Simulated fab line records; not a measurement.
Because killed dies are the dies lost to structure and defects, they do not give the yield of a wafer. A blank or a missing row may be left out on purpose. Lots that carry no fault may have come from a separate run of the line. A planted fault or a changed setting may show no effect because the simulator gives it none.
fab line records ; flow n5Finfet
[record] lots = 9; wafers = 27; lastDay = 17
route steps=1938 shown ZERO_LAYER@14 WELL_APT@28 PMOS_HMC_CHANNEL_EPI@71 BEOL_M4@1111
lots untouched by any fault: they come from a run of this same line in which no faults occurred
startH: start of the lot's first displayed wafer, in hours after the record's first day ; waitH: hours elapsed since this lot's preceding step ; " same as the row above ; L1.1+2: a single row standing in for several wafers ; - no value, or no start was given ; * or withheld: withheld ; < > ~ a bound
route shown NAME@n: names a module that has steps shown in the file, with the first one's number in the route ; usual: mean/standard deviation taken from wafers without a fault ; same: alike in all rows ; chamber/n: place in a boat ; sites: per-site readings ; _std_site: standard deviation across them ; _edge_site: outer sites' mean less inner sites' ; radiusMm: for every site, how far away it sits from the centre of the wafer ; mask NAME#n: copy n ; behind: tool/chamber where the wafer was last shaped ; hold: why the lot was held/for how many hours/how that ended ; device: the n, p or np transistor that did not switch ; end of line: the route-end tests of the same wafers ; step lacking rows: just its recipe ; killed: dies lost to structure and defects at the first sort, not the wafer's yield ; map: the dies of a wafer, with x for killed, . for not killed, _ for no die there
set.NAME: the setting the step ran with; set.NAME@STEP: the setting that earlier step ran with ; model.NAME: the simulator's own value behind a step, which no gauge read
steps of the route over a sample of lots; a table a step, a row a wafer
services: from which hour (startH, from the record's first day; less than 0 if before it) a tool's chamber was out of use, for how many hours, and why
[[steps]]
[step N5_ZERO_LAYER_DESCUM_16]
[recipe] chemistry = O2; timeS = 7.9; sourcePowerW = 50; biasPowerW = 20; pressureMtorr = 20; rfFrequencyHz = 2.712e+07; tempC = 40; o2FlowSccm = 225
[usual] chamberPressureMTorr = 20.001/0.016; drypumpMotorCurrentA = 5.6/0.48; oesProductAu = 0.81/0.085; rfVppV = 243.7/1.4; showerheadPlenumPTorr = 2.12/0.066; throttleValvePct = 20.37/0.25
lot.wafer;tool;chamber;startH;waitH;chamberPressureMTorr;drypumpMotorCurrentA;oesProductAu;rfHoursCounterH;rfVppV;showerheadPlenumPTorr;throttleValvePct
L900.2;rieDiel-03;0;12.91;0.1;19.987;5.6;0.71;225;243.7;2.07;20.23
L900.3;rieDiel-03;3;12.91;0.1;20.029;5.8;0.70;230;244.9;2.16;20.65
L900.4;rieDiel-03;1;12.91;0.1;19.983;6.6;0.78;144;245.6;2.18;20.37
L901.1;rieDiel-01;1;18.68;0.0;19.992;5.7;0.83;85;244.4;2.12;20.28
L901.4;rieDiel-01;3;18.68;0.0;19.974;5.5;0.69;-;243.0;2.15;20.63
L901.5;rieDiel-01;2;18.68;0.0;20.002;4.9;0.90;-;244.1;2.05;20.07
L903.2;rieDiel-02;3;30.85;0.0;20.028;4.9;0.72;191;243.5;2.16;20.51
L903.3;rieDiel-02;2;30.85;0.0;19.993;5.1;0.88;38;242.3;2.04;20.38
L903.4;rieDiel-02;1;30.85;0.0;19.958;5.7;0.73;194;242.2;2.07;20.77
L904.1;rieDiel-03;1;37.10;0.5;20.009;6.6;0.77;152;244.4;2.17;20.38
L904.4;rieDiel-03;3;37.10;0.5;20.001;5.8;0.69;-;243.5;2.15;20.67
L904.5;rieDiel-03;1;37.10;0.5;20.009;6.6;0.77;-;245.0;2.17;20.37
L906.3;rieDiel-01;0;48.80;0.0;19.995;5.8;0.92;9;246.4;2.24;20.50
L906.4;rieDiel-01;3;48.80;0.0;19.983;5.5;0.99;2;244.4;2.15;20.30
L906.5;rieDiel-01;3;48.80;0.0;20.006;5.5;0.98;-;244.9;2.15;20.32
L908.1;rieDiel-01;0;60.80;0.0;20.012;5.8;0.92;12;246.1;2.23;20.50
L908.4;rieDiel-01;3;60.80;0.0;20.002;5.5;0.98;5;244.6;2.15;20.29
L908.6;rieDiel-01;1;60.80;0.0;19.989;5.6;0.81;-;243.2;2.11;20.31
L919.1;rieDiel-01;2;126.80;0.0;19.995;4.9;0.85;63;242.5;2.04;20.13
L919.5;rieDiel-01;3;126.80;0.0;20.028;5.5;0.92;-;243.3;2.14;20.33
L919.6;rieDiel-01;0;126.80;0.0;19.985;5.8;0.88;-;246.7;2.23;20.51
L921.2;rieDiel-02;3;138.82;0.0;19.991;4.9;0.70;222;244.4;2.15;20.53
L921.4;rieDiel-02;2;138.82;0.0;19.995;5.1;0.83;73;242.1;2.03;20.41
L921.5;rieDiel-02;1;138.82;0.0;19.981;5.8;0.71;-;242.4;2.06;20.83
L922.1;rieDiel-01;1;144.91;0.2;20.021;5.7;0.79;125;243.5;2.10;20.34
L922.3;rieDiel-01;0;144.91;0.2;19.987;5.8;0.86;39;245.2;2.23;20.54
L922.6;rieDiel-01;1;144.91;0.2;19.989;5.7;0.78;-;243.7;2.10;20.35
[step N5_WELL_APT_CD_MEAS_08]
[recipe] targetCdNm = 200; landingEnergyEv = 500; detector = seInlens
[usual] cdNm = 199.8/1.1
[same] landingEnergyEv = 500
lot.wafer;tool;chamber;startH;waitH;cdNm
L900.2;cdSem-03;0;13.78;-;199.1
L900.3;cdSem-03;0;13.78;-;201.5
L900.4;cdSem-03;0;13.78;-;201.4
L901.1;cdSem-03;0;19.59;-;200.9
L901.4;cdSem-03;0;19.59;-;201.1
L901.5;cdSem-03;0;19.59;-;201.0
L903.2;cdSem-01;0;32.06;-;198.5
L903.3;cdSem-01;0;32.06;-;199.5
L903.4;cdSem-01;0;32.06;-;199.8
L904.1;cdSem-02;0;37.98;-;202.8
L904.4;cdSem-02;0;37.98;-;201.2
L904.5;cdSem-02;0;37.98;-;200.8
L906.3;cdSem-01;0;50.01;-;199.0
L906.4;cdSem-01;0;50.01;-;198.9
L906.5;cdSem-01;0;50.01;-;199.8
L908.1;cdSem-02;0;61.92;-;198.0
L908.4;cdSem-02;0;61.92;-;198.9
L908.6;cdSem-02;0;61.92;-;199.1
L919.1;cdSem-02;0;127.81;-;199.3
L919.5;cdSem-02;0;127.81;-;201.0
L919.6;cdSem-02;0;127.81;-;200.9
L921.2;cdSem-03;0;139.73;-;201.1
L921.4;cdSem-03;0;139.73;-;200.5
L921.5;cdSem-03;0;139.73;-;200.3
L922.1;cdSem-02;0;145.91;-;197.0
L922.3;cdSem-02;0;145.91;-;197.5
L922.6;cdSem-02;0;145.91;-;198.5
[step N5_WELL_APT_IMPLANT_32]
[recipe] species = BF2; energyKev = 50; doseCm2 = 2e+13; tiltDeg = 0; rotationDeg = 0
[usual] doseIonsCm2 = 2.0003e+13/2.1e+10; faradayCurrentUA = 253/4.9; tiltDeg = 0.000/0.02
lot.wafer;tool;chamber;startH;waitH;doseIonsCm2;faradayCurrentUA;tiltDeg
L900.2;implanter-02;0;15.63;0.1;1.9994e+13;250;0.012
L900.3;implanter-02;0;15.63;0.1;2.0024e+13;259;0.005
L900.4;implanter-02;0;15.63;0.1;2.0023e+13;259;-0.036
L901.1;implanter-01;0;22.55;0.1;1.996e+13;249;0.008
L901.4;implanter-01;0;22.55;0.1;1.9987e+13;253;-0.006
L901.5;implanter-01;0;22.55;0.1;1.9985e+13;253;-0.013
L903.2;implanter-02;0;33.59;0.1;2.0007e+13;260;0.012
L903.3;implanter-02;0;33.59;0.1;1.9983e+13;255;0.008
L903.4;implanter-02;0;33.59;0.1;2.0026e+13;252;0.040
L904.1;implanter-02;0;39.69;0.1;2.0023e+13;251;-0.040
L904.4;implanter-02;0;39.69;0.1;1.9998e+13;257;-0.024
L904.5;implanter-02;0;39.69;0.1;2.0011e+13;259;0.001
L906.3;implanter-01;0;51.56;0.1;2.0034e+13;254;0.002
L906.4;implanter-01;0;51.56;0.1;2.0021e+13;256;-0.024
L906.5;implanter-01;0;51.56;0.1;2e+13;247;-0.034
L908.1;implanter-01;0;63.75;0.1;2.0019e+13;254;0.006
L908.4;implanter-01;0;63.75;0.1;1.9993e+13;257;0.002
L908.6;implanter-01;0;63.75;0.1;2.0022e+13;246;0.045
L919.1;implanter-02;0;129.87;0.1;3.0522e+13;384;-0.005
L919.5;implanter-02;0;129.87;0.1;3.0478e+13;395;-0.020
L919.6;implanter-02;0;129.87;0.1;3.0515e+13;404;0.003
L921.2;implanter-02;0;141.38;0.1;3.0494e+13;396;0.019
L921.4;implanter-02;0;141.38;0.1;3.0463e+13;379;0.017
L921.5;implanter-02;0;141.38;0.1;3.0486e+13;378;0.032
L922.1;implanter-01;0;147.70;0.1;1.9979e+13;249;0.004
L922.3;implanter-01;0;147.70;0.1;1.9978e+13;252;0.023
L922.6;implanter-01;0;147.70;0.1;1.9986e+13;253;0.005
[step N5_PMOS_HMC_CHANNEL_EPI_STRIP_33]
[recipe] chemistry = N2/H2; powerW = 500; tempC = 40; pressureMtorr = 50; rfFrequencyHz = 6e+07; overashFraction = 0.3; biasPowerW = 8; h2Frac = 0.5; n2FlowSccm = 300; h2FlowSccm = 300
[usual] chamberPressureMTorr = 49.99/0.085; drypumpMotorCurrentA = 5.8/0.54; h2FlowSccm = 300.0/0.87; oesProductAu = 0.81/0.099; rfVppV = 54.3/1.6; showerheadPlenumPTorr = 3.42/0.11; throttleValvePct = 18.73/0.22
lot.wafer;tool;chamber;startH;waitH;chamberPressureMTorr;drypumpMotorCurrentA;h2FlowSccm;oesProductAu;rfHoursCounterH;rfVppV;showerheadPlenumPTorr;throttleValvePct
L900.2;rieDiel-03;1;17.51;0.0;50.00;6.6;301.5;0.75;145;54.9;3.49;18.69
L900.3;rieDiel-03;3;17.51;0.0;49.98;5.8;300.3;0.70;231;56.4;3.45;19.15
L900.4;rieDiel-03;0;17.51;0.0;49.95;5.7;299.8;0.71;226;52.8;3.32;18.61
L901.1;rieDiel-03;0;24.73;0.0;50.09;5.7;298.8;0.71;228;55.3;3.32;18.62
L901.4;rieDiel-03;3;24.73;0.0;49.99;5.8;299.6;0.71;234;55.2;3.45;19.12
L901.5;rieDiel-03;3;24.73;0.0;49.99;5.8;300.5;0.70;-;53.0;3.45;19.15
L903.2;rieDiel-01;0;35.70;0.0;50.10;5.8;299.6;0.96;5;52.8;3.57;18.73
L903.3;rieDiel-01;1;35.70;0.0;50.00;5.7;300.9;0.83;91;55.1;3.40;18.74
L903.4;rieDiel-01;1;35.70;0.0;50.05;5.7;300.4;0.83;-;56.2;3.40;18.71
L904.1;rieDiel-01;1;41.81;0.0;49.98;5.7;300.5;0.83;93;53.1;3.40;18.73
L904.4;rieDiel-01;1;41.81;0.0;50.09;5.7;300.9;0.83;-;54.7;3.40;18.68
L904.5;rieDiel-01;2;41.81;0.0;50.01;4.9;298.0;0.91;-;53.8;3.28;18.21
L906.3;rieDiel-02;1;53.93;0.0;49.94;5.8;300.8;0.72;202;52.9;3.33;19.06
L906.4;rieDiel-02;2;53.93;0.0;49.94;5.1;300.1;0.87;46;55.3;3.28;18.71
L906.5;rieDiel-02;2;53.93;0.0;50.03;5.1;301.3;0.87;-;56.0;3.28;18.72
L908.1;rieDiel-02;3;65.98;0.0;49.82;4.9;298.7;0.71;201;55.5;3.46;18.70
L908.4;rieDiel-02;0;65.98;0.0;49.92;6.1;298.8;0.80;111;57.0;3.53;18.83
L908.6;rieDiel-02;3;65.98;0.0;50.03;4.9;299.4;0.72;-;54.0;3.46;18.71
L919.1;rieDiel-03;0;131.90;0.0;50.00;5.7;300.6;0.99;4;54.6;3.31;18.28
L919.5;rieDiel-03;2;131.90;0.0;50.03;6.4;299.7;0.91;-;56.0;3.59;18.67
L919.6;rieDiel-03;1;131.90;0.0;49.92;6.6;299.6;0.74;-;54.1;3.47;18.75
L921.2;rieDiel-03;1;143.39;0.0;50.04;6.6;299.9;0.73;189;55.2;3.47;18.80
L921.4;rieDiel-03;0;143.39;0.0;49.85;5.7;300.0;0.97;8;54.7;3.30;18.26
L921.5;rieDiel-03;2;143.39;0.0;49.97;6.4;300.1;0.90;-;54.9;3.58;18.70
L922.1;rieDiel-02;1;149.95;0.0;50.06;5.8;300.4;0.69;232;54.7;3.31;19.11
L922.3;rieDiel-02;0;149.95;0.0;50.04;6.1;300.0;0.77;135;54.2;3.51;18.90
L922.6;rieDiel-02;1;149.95;0.0;50.14;5.8;301.5;0.69;-;51.9;3.31;19.11
[step N5_BEOL_M4_RC_MEAS_101]
[usual] CJ_N = 4.36/0.084; DIBL_N = 36.3/1.4; DIBL_P = 36.2/1.5; IOFF_N = 0.160/0.021; IOFF_N_LONG = 5.61e-05/2.4e-06; IOFF_P = 0.211/0.027; ION_N = 676/7.7; ION_P = 463/5.5; RS_PWELL = 3006/24; SS_N = 71.4/0.57; SS_P = 73.3/0.58; VT_N = 249.3/2.5; VT_P = -250.1/2.6
lot.wafer;tool;chamber;startH;waitH;CJ_N;DIBL_N[mV/V];DIBL_P[mV/V];IOFF_N[nA/um];IOFF_N_LONG[nA/um];IOFF_P[nA/um];ION_N[uA/um];ION_P[uA/um];RS_PWELL[ohm/sq];SS_N[mV/dec];SS_P[mV/dec];VT_N[mV];VT_P[mV]
L900.2;prober-01;0;163.00;0.2;4.42;34.3;34.3;0.147;5.44e-05;0.183;673;460;2981;71.0;73.4;249.2;-253.5
L900.3;prober-01;0;163.00;0.2;4.40;35.3;34.4;0.144;5.51e-05;0.182;667;455;3037;71.3;73.5;251.0;-253.1
L900.4;prober-01;0;163.00;0.2;4.49;36.3;35.6;0.168;5.59e-05;0.192;679;460;3028;72.2;73.1;247.8;-251.2
L901.1;prober-01;0;181.54;0.0;4.28;38.2;38.3;0.174;5.67e-05;0.251;683;471;2996;72.4;73.7;248.6;-245.4
L901.4;prober-01;0;181.54;0.0;4.30;37.7;36.9;0.154;5.52e-05;0.215;675;464;2992;72.0;73.3;250.5;-246.7
L901.5;prober-01;0;181.54;0.0;4.29;39.7;38.2;0.195;5.65e-05;0.248;675;465;2998;72.0;73.9;248.5;-249.7
L903.2;prober-02;0;183.71;0.2;4.38;37.4;37.7;0.176;5.87e-05;0.234;681;472;3032;71.2;74.2;245.6;-246.2
L903.3;prober-02;0;183.71;0.2;4.37;37.2;36.4;0.156;5.75e-05;0.216;669;460;3010;71.7;74.4;251.1;-246.7
L903.4;prober-02;0;183.71;0.2;4.33;37.6;37.6;0.172;5.79e-05;0.230;673;465;3006;71.4;73.6;246.3;-246.6
L904.1;prober-02;0;189.07;0.0;4.34;37.4;38.7;0.190;5.73e-05;0.217;691;466;3040;71.3;72.6;247.0;-251.9
L904.4;prober-02;0;189.07;0.0;4.30;35.2;35.6;0.150;5.68e-05;0.176;671;457;3013;70.5;72.5;248.2;-253.0
L904.5;prober-02;0;189.07;0.0;4.43;37.5;38.4;0.201;5.77e-05;0.208;688;466;3043;71.4;72.7;245.2;-251.5
L906.3;prober-01;0;205.08;0.3;4.50;38.6;37.1;0.156;5.03e-05;0.234;668;467;3011;71.9;73.6;252.9;-250.9
L906.4;prober-01;0;205.08;0.3;4.37;38.2;37.4;0.152;4.97e-05;0.229;673;469;3026;71.0;73.6;249.7;-249.4
L906.5;prober-01;0;205.08;0.3;4.45;37.8;35.5;0.137;5.04e-05;0.201;674;461;2994;71.8;73.1;253.1;-250.7
L908.1;prober-01;0;217.77;0.0;4.38;35.9;37.6;0.178;5.85e-05;0.229;687;463;3032;71.1;73.7;248.4;-251.9
L908.4;prober-01;0;217.77;0.0;4.40;35.3;36.3;0.157;5.85e-05;0.213;672;461;3019;70.7;73.3;251.2;-250.3
L908.6;prober-01;0;217.77;0.0;4.49;35.4;35.6;0.154;5.87e-05;0.201;679;461;3007;70.4;73.0;248.0;-248.6
L919.1;prober-02;0;276.11;0.0;5.44;34.8;33.6;0.134;6.86e-05;0.178;664;459;2914;70.1;72.8;251.9;-250.3
L919.5;prober-02;0;276.11;0.0;5.49;34.7;34.5;0.147;6.98e-05;0.185;677;460;2944;71.3;73.0;247.3;-255.1
L919.6;prober-02;0;276.11;0.0;5.39;34.0;33.2;0.129;6.86e-05;0.174;665;455;2944;70.3;72.7;250.0;-253.7
L921.2;prober-01;0;300.78;0.2;5.42;36.3;38.9;0.164;6.61e-05;0.245;676;468;2894;71.1;73.8;249.2;-249.6
L921.4;prober-01;0;300.78;0.2;5.32;33.7;35.2;0.123;6.81e-05;0.191;660;462;2886;70.8;72.5;251.5;-248.4
L921.5;prober-01;0;300.78;0.2;5.39;34.1;36.2;0.134;6.66e-05;0.199;669;461;2881;70.4;73.5;252.4;-251.2
L922.1;prober-01;0;308.31;0.0;4.44;36.9;37.2;0.179;5.43e-05;0.233;680;468;3019;71.7;73.4;249.0;-246.6
L922.3;prober-01;0;308.31;0.0;4.43;36.1;36.4;0.162;5.47e-05;0.231;683;469;2999;71.4;74.0;249.9;-250.1
L922.6;prober-01;0;308.31;0.0;4.50;37.2;37.9;0.189;5.59e-05;0.242;687;471;3028;72.7;74.3;247.6;-248.8
[[services]]
tool;chamber;startH;hours;kind
rieDiel-01;0;9.85;-;clean
rieDiel-01;0;9.85;-;consumableReplace:focusRing
rieDiel-01;0;9.85;-;consumableReplace:showerhead
rieDiel-01;0;9.85;13.2;scheduledDown
rieDiel-01;0;9.85;13.2;ventCycle
implanter-02;-;11.63;2.5;repair
implanter-01;-;13.99;4.2;repair
rieDiel-02;3;16.09;6.7;repair
rieDiel-01;3;23.03;-;clean
rieDiel-01;3;23.03;-;consumableReplace:focusRing
rieDiel-01;3;23.03;18.7;scheduledDown
rieDiel-01;3;23.03;18.7;ventCycle
rieDiel-03;2;33.06;-;clean
rieDiel-03;2;33.06;-;consumableReplace:focusRing
rieDiel-03;2;33.06;-;consumableReplace:showerhead
rieDiel-03;2;33.06;19.7;scheduledDown
rieDiel-03;2;73.19;12.5;repair
rieDiel-02;3;88.48;5.4;repair
implanter-02;-;96.03;3.6;repair
implanter-01;-;109.15;5.3;repair
implanter-02;-;113.08;2.4;repair
implanter-01;-;118.72;6.7;repair
rieDiel-01;3;135.89;14.2;repair
rieDiel-02;0;141.71;3.3;repair
[[key]]
[firstSign] step = N5_WELL_APT_IMPLANT_32; reading = doseIonsCm2; direction = up; sigmas = 99+; usual = 2.0003e+13; struck = 3.0493e+13
[effect] step = N5_WELL_APT_IMPLANT_32; reading = faradayCurrentUA; direction = up; sigmas = 28; usual = 253; struck = 389
[effect] step = N5_BEOL_M4_RC_MEAS_101; reading = CJ_N; direction = up; sigmas = 13; usual = 4.36; struck = 5.41
[effect] step = N5_BEOL_M4_RC_MEAS_101; reading = IOFF_N_LONG; direction = up; sigmas = 4.9; usual = 5.61e-05; struck = 6.8e-05
[effect] step = N5_BEOL_M4_RC_MEAS_101; reading = RS_PWELL; direction = down; sigmas = 4; usual = 3006; struck = 2911
metAt N5_WELL_APT_IMPLANT_32
struckLots L919,L921
notActingAt N5_ZERO_LAYER_DESCUM_16,N5_WELL_APT_CD_MEAS_08,N5_PMOS_HMC_CHANNEL_EPI_STRIP_33
onsetBetween 39.69 129.87
[fault] kind = processParameterDrift; tool = implanter-02; chamber = -; onsetH = 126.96; steps = N5_WELL_APT_IMPLANT_32; channel = doseCm2; offset = 1.0508e+13; shape = step; endH = 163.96; actsIn = theseRecipesOnly; stated = 2e+13
